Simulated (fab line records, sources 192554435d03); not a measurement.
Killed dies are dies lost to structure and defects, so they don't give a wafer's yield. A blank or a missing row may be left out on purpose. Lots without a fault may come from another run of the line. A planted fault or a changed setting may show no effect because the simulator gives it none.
fab line records | flow n5_finfet
record lots=4 wafers=12 last_day=16
route steps=1938 shown STI_FIN_REVEAL@210 DUMMY_GATE@212 BEOL_M4@1111
lots that met no fault: from a run of the same line without faults
start_h: hours from the record's first day to the start of the lot's first wafer shown | wait_h: hours since the lot's step before | " the same as in the row above | L1.1+2: a row that stands for several wafers | - no value, or no start given | * or withheld: withheld | < > ~ a bound
route shown NAME@n: a module of which the file shows steps, and the number in the route of the first | usual: mean/standard deviation of fault-free wafers | same: alike in all rows | chamber/n: place in a boat | sites: the reading at each site | _std_site: their standard deviation | _edge_site: outer sites' mean less inner sites' | radius_mm: how far each site lies from the wafer's centre | mask NAME#n: copy n | behind: the tool/chamber that last shaped the wafer | hold: why the lot was held/for how many hours/how that ended | device: the transistor (n, p or np) that didn't switch | end of line: the same wafers' tests at the end of the route | a step without rows: its recipe alone | killed: dies lost to structure and defects at the first sort, not the wafer's yield | map: a wafer's dies, x killed, . not, _ none there
set.NAME: the setting as run; set.NAME@STEP: as run at that earlier step | model.NAME: the simulator's own value behind a step, which no gauge read
lots at some steps of the route; a table a step, a row a wafer
services: from which hour (start_h, from the record's first day; less than 0 if before it) a tool's chamber was out of use, for how many hours, and why
## steps
# step N5_STI_FIN_REVEAL_SRD_28
# recipe dry=ipa_marangoni time_s=30 temp_c=23 rinse_liquid=diw
# step N5_DUMMY_GATE_PRECLEAN_00
# recipe chemistry=O3/DIW time_s=60 temp_c=22 o3_ppm=10
# step N5_DUMMY_GATE_SRD_01
# recipe time_s=30 temp_c=23 rinse_liquid=diw dry=ipa_marangoni
# step N5_DUMMY_GATE_ALD_02
# recipe material=SiO2 target_thk_a=20 temp_c=300 ald_precursor_family=BDEAS ald_co_reactant=O2-plasma pulse_time_s=1 pressure_torr=2
# step N5_DUMMY_GATE_CVD_03
# recipe material=a-Si target_thk_a=1500 temp_c=530 precursor=SiH4 time_s=8042
# step N5_DUMMY_GATE_PRECLEAN_46
# recipe chemistry=DIW time_s=89.5 temp_c=23
# step N5_DUMMY_GATE_SRD_47
# recipe dry_time_s=32 dry=n2_spin spin_rpm=1500
# step N5_DUMMY_GATE_CMP_04
# recipe material=a-Si post_cmp_clean=alkaline_brush
# step N5_DUMMY_GATE_HM_DEP_06
# recipe material=SiNx target_thk_a=800 precursor=DCS/NH3 temp_c=700 pressure_mtorr=300 time_s=5141
# step N5_DUMMY_GATE_PECVD_30
# recipe material=SiO2 target_thk_a=550 temp_c=400 precursor=TEOS/O2 pressure_torr=6.5 rf_w=withheld teos_flow_sccm=withheld gas=O2 flow_sccm=2650 time_s=10.8
# step N5_DUMMY_GATE_COAT_34
# recipe resist=SOC temp_c=250 time_s=60 spin_rpm=1500 resist_thk_nm=60
# usual spin_speed_rpm=1499.8/1.2
# columns lot.wafer tool chamber start_h wait_h spin_speed_rpm model.SOC_of_DUMMY_GATE_COAT_34.thk_nm
L325.1 litho_track-01 0 100.15 0.0 1500.1 60
L325.4 " 0 " " 1500.7 60
L325.5 " 0 " " 1500.6 60
L328.1 litho_track-04 0 122.66 0.0 1499.9 60.4
L328.2 " 0 " " 1498.2 60.2
L328.3 " 0 " " 1496.9 60
L329.1 litho_track-01 0 125.05 0.0 1542.7 59.2
L329.3 " 0 " " 1542.7 59.6
L329.6 " 0 " " 1543.6 59.4
L330.1 litho_track-01 0 131.69 0.0 1544.7 59.4
L330.4 " 0 " " 1543.5 59.2
L330.6 " 0 " " 1541.9 59.2
# step N5_DUMMY_GATE_COAT_35
# recipe resist=SiARC temp_c=220 time_s=60 spin_rpm=1500 resist_thk_nm=10
# step N5_DUMMY_GATE_COAT_28
# recipe resist=underlayer temp_c=205 time_s=60 spin_rpm=1500 resist_thk_nm=10
# step N5_DUMMY_GATE_COAT_09
# recipe resist=CAR-EUV spin_rpm=1500 resist_thk_nm=30
# step N5_DUMMY_GATE_EBR_11
# recipe solvent=PGMEA ebr_width_mm=1.5
# step N5_DUMMY_GATE_SOFTBAKE_10
# recipe temp_c=110 time_s=60 resist=CAR-EUV
# step N5_DUMMY_GATE_EXPOSE_12
# recipe mask_id=GATE na=0.33 source_shape=annular sigma_inner=0.2 sigma_outer=0.6 polarization=unpolarized target_cd_nm=25 dose_mj=34
# step N5_DUMMY_GATE_PEB_13
# recipe peb_temp_c=100 peb_time_s=60 resist=CAR-EUV
# step N5_DUMMY_GATE_DEVELOP_14
# recipe develop_time_s=30 developer=TMAH resist=CAR-EUV rinse_liquid=surfactant_rinse dry=air_spin dev_temp_c=23
# step N5_DUMMY_GATE_DESCUM_20
# recipe chemistry=O2 time_s=6.2 source_power_w=50 bias_power_w=20 pressure_mtorr=20 rf_frequency_hz=2.712e+07 temp_c=40 resist=CAR-EUV o2_flow_sccm=225
# step N5_DUMMY_GATE_ETCH_29
# recipe chemistry=N2/H2 target=underlayer target_depth_a=130 ion_energy_ev=200 pressure_mtorr=30 source_w=840 bias_w=150 n2_flow_sccm=200 h2_flow_sccm=200
# step N5_DUMMY_GATE_ETCH_36
# recipe chemistry=CF4 target=SiARC target_depth_a=130 pressure_mtorr=40 source_w=545 bias_w=36 Ar_flow_sccm=100 cf4_flow_sccm=100 ion_energy_ev=80
# step N5_DUMMY_GATE_ETCH_37
# recipe chemistry=N2/H2 target=SOC target_depth_a=600 overetch_a=300 temp_c=40 ion_energy_ev=200 pressure_mtorr=30 source_w=840 bias_w=150 n2_flow_sccm=200 h2_flow_sccm=200
# usual bias_w=150.0/0.45 drypump_motor_current_A=5.5/0.42 oes_product_au=0.63/0.059 rf_vpp_V=524.3/1.8 showerhead_plenum_p_Torr=2.55/0.054 temp_c=40.00/0.11 throttle_valve_pct=17.74/0.25
# columns lot.wafer tool chamber start_h wait_h bias_w drypump_motor_current_A oes_product_au rf_hours_counter_h rf_vpp_V showerhead_plenum_p_Torr temp_c throttle_valve_pct model.etch.depth_nm
L325.1 rie_diel-03 2 100.70 0.0 149.6 5.8 0.58 160 527.8 2.63 39.94 17.49 59.99
L325.4 " 1 " " 149.8 5.1 0.67 59 525.7 2.58 39.91 17.57 59.92
L325.5 " 1 " " 149.5 5.1 0.67 - 526.3 2.58 39.97 17.55 59.93
L328.1 rie_diel-05 0 123.36 0.0 149.6 4.9 0.57 201 523.8 2.52 39.95 18.05 60.42
L328.2 " 2 " " 149.7 5.9 0.66 83 526.0 2.57 40.08 18.06 60.13
L328.3 " 1 " " 149.4 4.9 0.71 41 522.8 2.48 39.92 17.50 60.08
L329.1 rie_diel-06 1 125.86 0.0 150.5 5.7 0.54 243 520.9 2.39 39.91 18.00 59.26
L329.3 " 2 " " 150.1 5.8 0.63 82 524.6 2.58 39.96 17.83 59.55
L329.6 " 3 " " 149.7 5.2 0.55 - 524.3 2.50 39.87 18.04 59.5
L330.1 rie_diel-05 1 132.23 0.0 149.9 5.0 0.70 45 521.4 2.48 39.98 17.49 59.37
L330.4 " 3 " " 149.9 5.4 0.61 112 523.8 2.55 39.92 17.52 59.25
L330.6 " 1 " " 150.3 4.9 0.70 - 522.4 2.48 39.81 17.49 59.25
# step N5_DUMMY_GATE_STRIP_38
# recipe chemistry=N2/H2 temp_c=40 n2_flow_sccm=200 h2_flow_sccm=200 rf_frequency_hz=6e+07
# step N5_DUMMY_GATE_STRIP_39
# recipe chemistry=N2/H2 temp_c=40 n2_flow_sccm=200 h2_flow_sccm=200 rf_frequency_hz=6e+07
# step N5_DUMMY_GATE_TRIM_49
# recipe chemistry=O2 resist=SOC time_s=29 target_cd_nm=14 source_power_w=300 bias_power_w=0 O2_flow_sccm=100 temp_c=20
# step N5_DUMMY_GATE_STRIP_40
# recipe chemistry=CF4 resist=SiARC power_w=300 bias_power_w=75 pressure_mtorr=50 cf4_flow_sccm=150 rf_frequency_hz=6e+07
# step N5_DUMMY_GATE_ETCH_31
# recipe chemistry=C4F6/O2 target=SiO2 mask_material=SOC target_depth_a=825 time_s=27.5 ion_energy_ev=250 pressure_mtorr=30 source_w=345 bias_w=185 Ar_flow_sccm=300 C4F6_flow_sccm=10 O2_flow_sccm=10
# usual bias_w=185.1/0.49 drypump_motor_current_A=5.4/0.36 oes_product_au=0.77/0.075 rf_vpp_V=665/7.2 showerhead_plenum_p_Torr=2.84/0.064 throttle_valve_pct=21.22/0.22
# columns lot.wafer tool chamber start_h wait_h bias_w drypump_motor_current_A oes_product_au rf_hours_counter_h rf_vpp_V showerhead_plenum_p_Torr throttle_valve_pct model.SOC_of_DUMMY_GATE_COAT_34.thk_nm
L325.1 rie_diel-05 3 101.36 0.1 184.9 5.4 0.80 104 682 2.88 20.94 51.8
L325.4 " 1 " " 184.3 4.9 0.90 36 673 2.79 20.90 51.6
L325.5 " 3 " " 184.8 5.4 0.78 - 682 2.88 20.92 51.8
L328.1 rie_diel-06 1 123.81 0.2 184.8 5.7 0.67 242 660 2.70 21.32 52.4
L328.2 " 2 " " 184.9 5.8 0.80 82 665 2.88 21.22 51.8
L328.3 " 0 " " 184.6 5.4 0.74 184 659 2.84 21.39 52
L329.1 rie_diel-06 2 126.29 0.2 184.4 5.8 0.80 83 666 2.88 21.23 50.8
L329.3 " 3 " " 184.9 5.1 0.70 228 661 2.81 21.44 51.4
L329.6 " 3 " " 185.0 5.2 0.70 - 662 2.80 21.44 51.4
L330.1 rie_diel-06 3 132.51 0.0 185.5 5.1 0.70 231 661 2.80 21.43 51.2
L330.4 " 3 " " 186.0 5.2 0.70 - 661 2.80 21.44 51.2
L330.6 " 2 " " 185.0 5.9 0.80 - 665 2.88 21.23 50.8
# step N5_DUMMY_GATE_STRIP_41
# recipe chemistry=O2 power_w=400 temp_c=40 pressure_mtorr=30 rf_frequency_hz=6e+07 bias_power_w=0 overash_fraction=0.3 o2_flow_sccm=225
# step N5_BEOL_M4_RC_MEAS_101
# usual DIBL_N=36.2/1.2 DIBL_P=36.3/1.3 IOFF_N=0.155/0.019 IOFF_P=0.210/0.029 ION_N=677/8.6 ION_P=465/6.8 SS_N=71.4/0.48 SS_P=73.2/0.53 VT_N=249.9/2.4 VT_P=-250/3.2
# columns lot.wafer tool chamber start_h wait_h DIBL_N[mV/V] DIBL_P[mV/V] IOFF_N[nA/um] IOFF_P[nA/um] ION_N[uA/um] ION_P[uA/um] SS_N[mV/dec] SS_P[mV/dec] VT_N[mV] VT_P[mV]
L325.1 prober-01 0 224.71 0.0 35.5 35.7 0.157 0.227 673 466 71.4 73.1 249.2 -245
L325.4 " 0 " " 36.1 37.2 0.177 0.255 683 477 71.6 73.7 248.7 -246
L325.5 " 0 " " 36.0 36.2 0.164 0.232 676 465 70.9 73.2 249.0 -246
L328.1 prober-01 0 261.21 0.0 35.4 35.3 0.139 0.187 673 464 71.3 73.1 251.9 -252
L328.2 " 0 " " 37.4 37.7 0.161 0.215 664 456 71.4 73.3 250.3 -250
L328.3 " 0 " " 37.6 37.4 0.159 0.215 668 460 72.2 73.5 250.5 -250
L329.1 prober-01 0 268.04 0.0 37.6 37.0 0.171 0.230 692 474 71.4 73.7 246.2 -246
L329.3 " 0 " " 37.6 36.6 0.167 0.227 694 476 71.3 73.4 246.9 -247
L329.6 " 0 " " 36.6 35.2 0.147 0.206 686 472 71.2 72.7 247.4 -248
L330.1 prober-02 0 273.84 0.0 35.1 36.7 0.160 0.221 682 470 71.5 73.3 252.5 -247
L330.4 " 0 " " 37.0 39.0 0.188 0.257 686 467 71.8 73.4 249.3 -247
L330.6 " 0 " " 35.7 37.1 0.155 0.215 681 468 71.5 73.6 251.6 -249
## services
# columns tool chamber start_h hours kind
rie_diel-03 0 109.73 - clean
rie_diel-03 0 109.73 - consumable_replace:focus_ring
rie_diel-03 0 109.73 26.8 scheduled_down
rie_diel-03 0 109.73 26.8 vent_cycle
## key
first_sign step=N5_DUMMY_GATE_COAT_34 reading=spin_speed_rpm direction=up sigmas=35 usual=* struck=*
effect none on later readings
model_effect step=N5_DUMMY_GATE_COAT_34 value=SOC_of_DUMMY_GATE_COAT_34.thk_nm without=60.2 struck=59.33
model_effect step=N5_DUMMY_GATE_ETCH_37 value=etch.depth_nm without=60.21 struck=59.36
model_effect step=N5_DUMMY_GATE_ETCH_31 value=SOC_of_DUMMY_GATE_COAT_34.thk_nm without=52 struck=51.13
met_at N5_DUMMY_GATE_COAT_34
struck_wafers L329.1,L329.3,L329.6,L330.1,L330.4,L330.6
onset_between 100.15 125.05
fault kind=process_parameter_drift tool=litho_track-01 chamber=- onset_h=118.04 steps=N5_DUMMY_GATE_COAT_34 channel=spin_rpm offset=* shape=step end_h=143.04 acts_in=* stated=*
